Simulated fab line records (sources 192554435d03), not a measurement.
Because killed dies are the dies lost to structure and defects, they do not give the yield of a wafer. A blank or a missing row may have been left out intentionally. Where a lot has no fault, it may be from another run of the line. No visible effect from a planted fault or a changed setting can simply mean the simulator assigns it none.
Split-lot experiment / flow n5_finfet / on a route of 1938 steps: 7 lots, 39 wafers read

== ABOUT THE SPLIT ==
At N5_DUMMY_GATE_EXPOSE_12 (exposes mask GATE, target cd 25 nm), the setting dose_mj was moved away from the recipe's 34 on 15 of the 39 wafers read, by -4.9% to +7.5%. This setting was run at the recipe's value on the other wafers.

== FROM THE SPLIT TO THE READING: what the file shows between them, 2 steps ==
- N5_DUMMY_GATE_PEB_13: peb time 60 s
- N5_DUMMY_GATE_DEVELOP_14: develop time 30 s

== THE READING ==
cd_nm (nm) at N5_DUMMY_GATE_CD_MEAS_15, where the cd target is 25.8 nm. Typical for fault-free wafers on this fab line: 25.00 nm, with standard deviation 0.29 nm.

wafer=L075.1; tool, chamber at the split=euv_scanner-02, 0; dose_mj as run=35.37; against the recipe=+4.0%; cd_nm, nm=24.30; against lot-mates on the recipe=-0.54
wafer=L075.2; tool, chamber at the split=euv_scanner-02, 0; dose_mj as run=35.37; against the recipe=+4.0%; cd_nm, nm=24.03; against lot-mates on the recipe=-0.81
wafer=L075.3; tool, chamber at the split=euv_scanner-02, 0; dose_mj as run=35.37; against the recipe=+4.0%; cd_nm, nm=23.82; against lot-mates on the recipe=-1.02
wafer=L075.4; tool, chamber at the split=euv_scanner-02, 0; dose_mj as run=34; against the recipe=recipe; cd_nm, nm=24.73; against lot-mates on the recipe=-
wafer=L075.5; tool, chamber at the split=euv_scanner-02, 0; dose_mj as run=34; against the recipe=recipe; cd_nm, nm=25.10; against lot-mates on the recipe=-
wafer=L075.6; tool, chamber at the split=euv_scanner-02, 0; dose_mj as run=34; against the recipe=recipe; cd_nm, nm=24.70; against lot-mates on the recipe=-
wafer=L078.2; tool, chamber at the split=euv_scanner-02, 0; dose_mj as run=34; against the recipe=recipe; cd_nm, nm=25.33; against lot-mates on the recipe=-
wafer=L078.3; tool, chamber at the split=euv_scanner-02, 0; dose_mj as run=34; against the recipe=recipe; cd_nm, nm=25.05; against lot-mates on the recipe=-
wafer=L078.6; tool, chamber at the split=euv_scanner-02, 0; dose_mj as run=34; against the recipe=recipe; cd_nm, nm=24.80; against lot-mates on the recipe=-
wafer=L086.1; tool, chamber at the split=euv_scanner-01, 0; dose_mj as run=34; against the recipe=recipe; cd_nm, nm=24.80; against lot-mates on the recipe=-
wafer=L086.2; tool, chamber at the split=euv_scanner-01, 0; dose_mj as run=34; against the recipe=recipe; cd_nm, nm=24.69; against lot-mates on the recipe=-
wafer=L086.3; tool, chamber at the split=euv_scanner-01, 0; dose_mj as run=34; against the recipe=recipe; cd_nm, nm=24.93; against lot-mates on the recipe=-
wafer=L086.4; tool, chamber at the split=euv_scanner-01, 0; dose_mj as run=34; against the recipe=recipe; cd_nm, nm=25.09; against lot-mates on the recipe=-
wafer=L086.5; tool, chamber at the split=euv_scanner-01, 0; dose_mj as run=34; against the recipe=recipe; cd_nm, nm=24.96; against lot-mates on the recipe=-
wafer=L086.6; tool, chamber at the split=euv_scanner-01, 0; dose_mj as run=34; against the recipe=recipe; cd_nm, nm=24.95; against lot-mates on the recipe=-
wafer=L088.1; tool, chamber at the split=euv_scanner-01, 0; dose_mj as run=34; against the recipe=recipe; cd_nm, nm=24.82; against lot-mates on the recipe=-
wafer=L088.2; tool, chamber at the split=euv_scanner-01, 0; dose_mj as run=36.55; against the recipe=+7.5%; cd_nm, nm=23.66; against lot-mates on the recipe=-1.17
wafer=L088.3; tool, chamber at the split=euv_scanner-01, 0; dose_mj as run=34; against the recipe=recipe; cd_nm, nm=24.89; against lot-mates on the recipe=-
wafer=L088.4; tool, chamber at the split=euv_scanner-01, 0; dose_mj as run=34; against the recipe=recipe; cd_nm, nm=24.78; against lot-mates on the recipe=-
wafer=L088.5; tool, chamber at the split=euv_scanner-01, 0; dose_mj as run=36.55; against the recipe=+7.5%; cd_nm, nm=23.93; against lot-mates on the recipe=-0.90
wafer=L088.6; tool, chamber at the split=euv_scanner-01, 0; dose_mj as run=36.55; against the recipe=+7.5%; cd_nm, nm=23.39; against lot-mates on the recipe=-1.44
wafer=L091.1; tool, chamber at the split=euv_scanner-01, 0; dose_mj as run=34.75; against the recipe=+2.2%; cd_nm, nm=24.58; against lot-mates on the recipe=-0.35
wafer=L091.2; tool, chamber at the split=euv_scanner-01, 0; dose_mj as run=34.75; against the recipe=+2.2%; cd_nm, nm=25.13; against lot-mates on the recipe=+0.20
wafer=L091.3; tool, chamber at the split=euv_scanner-01, 0; dose_mj as run=34; against the recipe=recipe; cd_nm, nm=24.82; against lot-mates on the recipe=-
wafer=L091.4; tool, chamber at the split=euv_scanner-01, 0; dose_mj as run=34; against the recipe=recipe; cd_nm, nm=25.00; against lot-mates on the recipe=-
wafer=L091.5; tool, chamber at the split=euv_scanner-01, 0; dose_mj as run=34.75; against the recipe=+2.2%; cd_nm, nm=24.61; against lot-mates on the recipe=-0.32
wafer=L091.6; tool, chamber at the split=euv_scanner-01, 0; dose_mj as run=34; against the recipe=recipe; cd_nm, nm=24.97; against lot-mates on the recipe=-
wafer=L092.1; tool, chamber at the split=euv_scanner-01, 0; dose_mj as run=33.21; against the recipe=-2.3%; cd_nm, nm=24.94; against lot-mates on the recipe=-0.11
wafer=L092.2; tool, chamber at the split=euv_scanner-01, 0; dose_mj as run=33.21; against the recipe=-2.3%; cd_nm, nm=25.28; against lot-mates on the recipe=+0.23
wafer=L092.3; tool, chamber at the split=euv_scanner-01, 0; dose_mj as run=34; against the recipe=recipe; cd_nm, nm=25.14; against lot-mates on the recipe=-
wafer=L092.4; tool, chamber at the split=euv_scanner-01, 0; dose_mj as run=34; against the recipe=recipe; cd_nm, nm=24.96; against lot-mates on the recipe=-
wafer=L092.5; tool, chamber at the split=euv_scanner-01, 0; dose_mj as run=33.21; against the recipe=-2.3%; cd_nm, nm=25.11; against lot-mates on the recipe=+0.06
wafer=L092.6; tool, chamber at the split=euv_scanner-01, 0; dose_mj as run=34; against the recipe=recipe; cd_nm, nm=25.04; against lot-mates on the recipe=-
wafer=L097.1; tool, chamber at the split=euv_scanner-02, 0; dose_mj as run=34; against the recipe=recipe; cd_nm, nm=25.06; against lot-mates on the recipe=-
wafer=L097.2; tool, chamber at the split=euv_scanner-02, 0; dose_mj as run=32.35; against the recipe=-4.9%; cd_nm, nm=25.90; against lot-mates on the recipe=+0.85
wafer=L097.3; tool, chamber at the split=euv_scanner-02, 0; dose_mj as run=34; against the recipe=recipe; cd_nm, nm=24.90; against lot-mates on the recipe=-
wafer=L097.4; tool, chamber at the split=euv_scanner-02, 0; dose_mj as run=32.35; against the recipe=-4.9%; cd_nm, nm=25.97; against lot-mates on the recipe=+0.92
wafer=L097.5; tool, chamber at the split=euv_scanner-02, 0; dose_mj as run=32.35; against the recipe=-4.9%; cd_nm, nm=25.74; against lot-mates on the recipe=+0.69
wafer=L097.6; tool, chamber at the split=euv_scanner-02, 0; dose_mj as run=34; against the recipe=recipe; cd_nm, nm=25.18; against lot-mates on the recipe=-

THE FIT
A straight line over all 39 wafers: cd_nm changes by -0.173 nm for each +1% of dose_mj; r = -0.92; the points scatter about the line by 0.21 nm.
The same after taking each lot's own level away (the mean of its wafers on the recipe; 39 wafers): -0.154 nm for each +1%; r = -0.92; scatter 0.2 nm.
Per that fit: largest dose_mj move, reading shift of 1.2 nm.
From 24.830 to 25.060 nm: that is the span of the lots' own levels, equal to 0.8 times the standard deviation above.
In other words, the slope is changed by the lot-to-lot level; the two fits disagree.
Check: with one of the wafers moved furthest among these (+7.5%) left out of the fit, the line predicts -1.17 nm for it against its lot-mates. It came out at -1.17 nm against them.

== THE FILE'S OWN FIT ==
cd_nm changes by -0.155 nm for each +1% of dose_mj, r = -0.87.
